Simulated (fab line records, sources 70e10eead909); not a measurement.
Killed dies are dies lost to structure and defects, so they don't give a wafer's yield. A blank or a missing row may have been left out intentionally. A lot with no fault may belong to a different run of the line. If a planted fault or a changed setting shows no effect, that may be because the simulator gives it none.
Which tool is to blame? + flow nandHarc + 11 lots with 33 wafers sampled at 5 steps, on a route of 1159 steps

WHAT THE GAUGES SHOWED, per wafer
NHARC_END_SORT_01. Usual: killedAtArray 27, standard deviation 9.9; killedAtOther 0.6, standard deviation 0.84; killedAtPeriphery 3.7, standard deviation 2.5; killedDies 31, standard deviation 9.9; killedOpen 3.0, standard deviation 1.6; killedShort 1.9, standard deviation 1.2.
| lot  | measured     | on        | killedAtArray | killedAtOther | killedAtPeriphery | killedDies | killedOpen | killedShort | flag |
|------|--------------|-----------|---------------|---------------|-------------------|------------|------------|-------------|------|
| L815 | day 21 23:14 | prober-01 | 35 38 35      | 1 2 0         | 7 4 4             | 43 44 39   | 5 6 6      | 1 4 2       |      |
| L819 | day 23 00:20 | prober-02 | 17 21 29      | 0 0 0         | 9 4 7             | 26 25 36   | 5 3 4      | 1 2 3       |      |

WHICH TOOL RAN EACH LOT (tool, then ch and the chambers of the sampled wafers, then the start)
| lot  | NHARC_A_STAIRCASE_TRIM_200                   | NHARC_A_STAIRCASE_TRIM_202                   | NHARC_A_STAIRCASE_TRIM_220        | NHARC_A_STAIRCASE_ETCH_230                 |
|------|----------------------------------------------|----------------------------------------------|-----------------------------------|--------------------------------------------|
| L805 | rieDiel-12 ch 1,3, day 11 04:43 or earlier   | rieDiel-12 ch 0,1,3, day 11 04:43 or earlier | rieDiel-12 ch 0,1,2, day 11 04:43 | rieDiel-12 ch 0,1, no start                |
| L810 | rieDiel-12 ch 1,2,3, day 12 05:22 or earlier | rieDiel-12 ch 0,2,3, day 12 05:22 or earlier | rieDiel-03 ch 0,1,3, day 12 05:22 | rieDiel-03 ch 0,3, no start                |
| L809 | rieDiel-08 ch 0,1,2, day 12 08:24 or earlier | rieDiel-08 ch 0,2, day 12 08:24 or earlier   | rieDiel-12 ch 0,1, day 12 08:24   | rieDiel-12 ch 2,3, no start                |
| L812 | rieDiel-12 ch 0,1, day 13 10:25 or earlier   | rieDiel-12 ch 0,2,3, day 13 10:25 or earlier | rieDiel-12 ch 0,2, day 13 10:25   | rieDiel-12 ch 0,2,3, no start              |
| L813 | rieDiel-08 ch 0,1,3, day 13 10:31 or earlier | rieDiel-08 ch 1,3, day 13 10:31 or earlier   | rieDiel-12 ch 1,2, day 13 10:31   | rieDiel-03 ch 1,2,3, no start              |
| L814 | rieDiel-03 ch 0,1,3, day 13 17:50 or earlier | rieDiel-03 ch 0,1,2, day 13 17:50 or earlier | rieDiel-12 ch 0,1,2, day 13 17:50 | rieDiel-12 ch 1,2,3, no start              |
| L815 | rieDiel-12 ch 0,3, day 13 18:44 or earlier   | rieDiel-12 ch 0,1,2, day 13 18:44 or earlier | rieDiel-03 ch 0,1,2, day 13 18:44 | rieDiel-03 ch 1,3, day 21 23:14 or earlier |
| L819 | rieDiel-03 ch 0,1,3, day 14 19:52 or earlier | rieDiel-03 ch 0,1,3, day 14 19:52 or earlier | rieDiel-08 ch 1,3, day 14 19:52   | rieDiel-08 ch 1,3, day 23 00:20 or earlier |
| L822 | rieDiel-12 ch 0,1,2, day 15 14:15 or earlier | rieDiel-12 ch 0,2, day 15 14:15 or earlier   | rieDiel-12 ch 0,2, day 15 14:15   | rieDiel-12 ch 0,1,2, no start              |
| L826 | rieDiel-12 ch 0,1,3, day 16 12:27 or earlier | rieDiel-12 ch 0,2, day 16 12:27 or earlier   | rieDiel-03 ch 0,1,2, day 16 12:27 | rieDiel-12 ch 0,1,3, no start              |
| L827 | rieDiel-03 ch 0,2, day 17 04:20 or earlier   | rieDiel-03 ch 0,2,3, day 17 04:20 or earlier | rieDiel-08 ch 0,2,3, day 17 04:20 | rieDiel-12 ch 0,1,2, no start              |
- NHARC_A_STAIRCASE_TRIM_200: chemistry O2, time 211.2 s.
- NHARC_A_STAIRCASE_TRIM_202: chemistry O2, time 211.2 s.
- NHARC_A_STAIRCASE_TRIM_220: chemistry O2, time 211.2 s.
- NHARC_A_STAIRCASE_ETCH_230: etches the open film in C4F8/O2, target depth 100 nm, time 40.5 s.

WHAT THE TOOLS THEMSELVES READ (means of the sampled wafers that have a number; where no wafer has one, the mark that the record gives instead)
NHARC_A_STAIRCASE_TRIM_200. Usual: drypumpMotorCurrentA 6.0 A, standard deviation 0.39; mfcArSccm 0.006 sccm, standard deviation 0.007; oesProductAu 0.999 a.u., standard deviation 0.0097; rfVppV 57.7 V, standard deviation 0.95; showerheadPlenumPTorr 3.46 Torr, standard deviation 0.13; throttleValvePct 17.036 %, standard deviation 0.0098.
| lot  | tool       | drypumpMotorCurrentA (A) | mfcArSccm (sccm) | oesProductAu (a.u.) | rfVppV (V) | showerheadPlenumPTorr (Torr) | throttleValvePct (%) | flag |
|------|------------|--------------------------|------------------|---------------------|------------|------------------------------|----------------------|------|
| L805 | rieDiel-12 | 6.1                      | 0.006            | 0.989               | 57.2       | 3.47                         | 17.036               |      |
| L810 | rieDiel-12 | 6.2                      | 0.009            | 0.988               | 59.0       | 3.57                         | 17.031               |      |
| L809 | rieDiel-08 | 6.2                      | 0.009            | 0.998               | 58.3       | 3.45                         | 17.039               |      |
| L812 | rieDiel-12 | 5.8                      | 0.000            | 0.993               | 58.2       | 3.42                         | 17.048               |      |
| L813 | rieDiel-08 | 5.9                      | 0.008            | 1.003               | 57.0       | 3.39                         | 17.033               |      |
| L814 | rieDiel-03 | 5.9                      | 0.004            | 1.008               | 57.9       | 3.38                         | 17.039               |      |
| L815 | rieDiel-12 | 6.2                      | 0.011            | 0.996               | 58.1       | 3.60                         | 17.038               |      |
| L819 | rieDiel-03 | 5.9                      | 0.004            | 1.006               | 57.0       | 3.38                         | 17.045               |      |
| L822 | rieDiel-12 | 6.0                      | 0.003            | 1.000               | 57.6       | 3.48                         | 17.032               |      |
| L826 | rieDiel-12 | 6.0                      | 0.006            | 1.000               | 58.0       | 3.48                         | 17.043               |      |
| L827 | rieDiel-03 | 6.2                      | 0.000            | 1.010               | 56.5       | 3.31                         | 17.032               |      |

NHARC_A_STAIRCASE_TRIM_202. Usual: drypumpMotorCurrentA 6.0 A, standard deviation 0.4; mfcArSccm 0.006 sccm, standard deviation 0.007; oesProductAu 1.001 a.u., standard deviation 0.0096; rfVppV 57.7 V, standard deviation 0.87; showerheadPlenumPTorr 3.47 Torr, standard deviation 0.13; throttleValvePct 17.036 %, standard deviation 0.0095.
| lot  | tool       | drypumpMotorCurrentA (A) | mfcArSccm (sccm) | oesProductAu (a.u.) | rfVppV (V) | showerheadPlenumPTorr (Torr) | throttleValvePct (%) | flag |
|------|------------|--------------------------|------------------|---------------------|------------|------------------------------|----------------------|------|
| L805 | rieDiel-12 | 6.0                      | 0.006            | 0.989               | 57.2       | 3.51                         | 17.035               |      |
| L810 | rieDiel-12 | 6.2                      | 0.009            | 1.003               | 58.2       | 3.60                         | 17.043               |      |
| L809 | rieDiel-08 | 6.4                      | 0.003            | 1.000               | 57.7       | 3.51                         | 17.025               |      |
| L812 | rieDiel-12 | 6.1                      | 0.009            | 0.991               | 58.1       | 3.59                         | 17.037               |      |
| L813 | rieDiel-08 | 5.8                      | 0.013            | 1.007               | 57.6       | 3.42                         | 17.029               |      |
| L814 | rieDiel-03 | 6.0                      | 0.000            | 1.004               | 58.2       | 3.35                         | 17.042               |      |
| L815 | rieDiel-12 | 5.9                      | 0.003            | 0.991               | 57.2       | 3.49                         | 17.036               |      |
| L819 | rieDiel-03 | 5.9                      | 0.004            | 1.010               | 57.8       | 3.38                         | 17.036               |      |
| L822 | rieDiel-12 | 5.9                      | 0.003            | 1.003               | 57.7       | 3.51                         | 17.030               |      |
| L826 | rieDiel-12 | 5.9                      | 0.003            | 1.010               | 58.3       | 3.50                         | 17.037               |      |
| L827 | rieDiel-03 | 5.8                      | 0.004            | 1.018               | 58.0       | 3.36                         | 17.042               |      |

NHARC_A_STAIRCASE_TRIM_220. Usual: drypumpMotorCurrentA 6.0 A, standard deviation 0.38; mfcArSccm 0.006 sccm, standard deviation 0.007; oesProductAu 0.998 a.u., standard deviation 0.0092; rfVppV 57.6 V, standard deviation 0.82; showerheadPlenumPTorr 3.48 Torr, standard deviation 0.13; throttleValvePct 17.036 %, standard deviation 0.0094.
| lot  | tool       | drypumpMotorCurrentA (A) | mfcArSccm (sccm) | oesProductAu (a.u.) | rfVppV (V) | showerheadPlenumPTorr (Torr) | throttleValvePct (%) | flag |
|------|------------|--------------------------|------------------|---------------------|------------|------------------------------|----------------------|------|
| L805 | rieDiel-12 | 6.0                      | 0.003            | 1.002               | 57.7       | 3.50                         | 17.037               |      |
| L810 | rieDiel-03 | 5.9                      | 0.004            | 1.004               | 57.5       | 3.39                         | 17.036               |      |
| L809 | rieDiel-12 | 5.8                      | 0.000            | 0.986               | 57.9       | 3.39                         | 17.044               |      |
| L812 | rieDiel-12 | 6.1                      | 0.007            | 0.998               | 57.7       | 3.58                         | 17.034               |      |
| L813 | rieDiel-12 | 6.0                      | 0.003            | 0.985               | 56.8       | 3.46                         | 17.043               |      |
| L814 | rieDiel-12 | 6.0                      | 0.003            | 0.997               | 57.6       | 3.49                         | 17.036               |      |
| L815 | rieDiel-03 | 6.0                      | 0.000            | 1.007               | 56.1       | 3.35                         | 17.039               |      |
| L819 | rieDiel-08 | 5.8                      | 0.013            | 0.998               | 56.7       | 3.41                         | 17.038               |      |
| L822 | rieDiel-12 | 5.9                      | 0.003            | 1.130               | 57.8       | 3.51                         | 17.035               | OFF  |
| L826 | rieDiel-03 | 6.0                      | 0.000            | 1.001               | 57.9       | 3.34                         | 17.029               |      |
| L827 | rieDiel-08 | 6.1                      | 0.002            | 0.997               | 57.7       | 3.43                         | 17.042               |      |

NHARC_A_STAIRCASE_ETCH_230. Usual: oesProductAu 0.951 a.u., standard deviation 0.014; rfVppV 894 V, standard deviation 4.6.
| lot  | tool       | oesProductAu (a.u.) | rfVppV (V) | flag |
|------|------------|---------------------|------------|------|
| L805 | rieDiel-12 | 0.933               | 891        |      |
| L810 | rieDiel-03 | 0.951               | 892        |      |
| L809 | rieDiel-12 | 0.947               | 901        |      |
| L812 | rieDiel-12 | 0.947               | 898        |      |
| L813 | rieDiel-03 | 0.952               | 892        |      |
| L814 | rieDiel-12 | 0.953               | 897        |      |
| L815 | rieDiel-03 | 0.955               | 892        |      |
| L819 | rieDiel-08 | 0.943               | 891        |      |
| L822 | rieDiel-12 | 0.938               | 895        |      |
| L826 | rieDiel-12 | 0.964               | 894        |      |
| L827 | rieDiel-12 | 0.959               | 894        |      |

THE ANSWER, worked out from the rows above alone
Rule: take the mean of a lot's wafers that have a number; if it is more than 3 standard deviations from the usual mean, the lot is off. Also off: a lot with no number at a reading for which 4 or more lots have one. The other lots that the step has rows for count as sound. Order of review: gauges by route order, followed by the tools' own readings, for which a lot's mean as printed above is used. The first step at which some lot is off is used, and at that step the reading that is off furthest; a lot without a number counts as furthest.
Off at NHARC_A_STAIRCASE_TRIM_220 (oesProductAu): L822.
A tool fits if, at that step or a process step before it, it ran every lot that is off, and no sound lot after the first of them. With no start given for some of its lots, NHARC_A_STAIRCASE_TRIM_200 uses the hours and lot order of NHARC_A_STAIRCASE_TRIM_220. With no start given for some of its lots, NHARC_A_STAIRCASE_TRIM_202 uses the hours and lot order of NHARC_A_STAIRCASE_TRIM_220. One fits: NHARC_A_STAIRCASE_TRIM_220 on rieDiel-12. A fault onset in the window from L814 (day 13 17:50, its last sound lot) to L822 (day 15 14:15, its first lot off) fits.
On the lots that are off, the tool's own readings at NHARC_A_STAIRCASE_TRIM_220 differ by more than 5 times the standard deviation of the sound lots' means, which bears it out; oesProductAu reads 1.130 a.u. there versus 0.997 a.u. on the sound lots.

WHAT WAS PUT IN BY THE SIMULATOR
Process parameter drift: rieDiel-12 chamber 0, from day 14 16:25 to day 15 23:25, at NHARC_A_STAIRCASE_TRIM_220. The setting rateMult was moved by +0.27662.
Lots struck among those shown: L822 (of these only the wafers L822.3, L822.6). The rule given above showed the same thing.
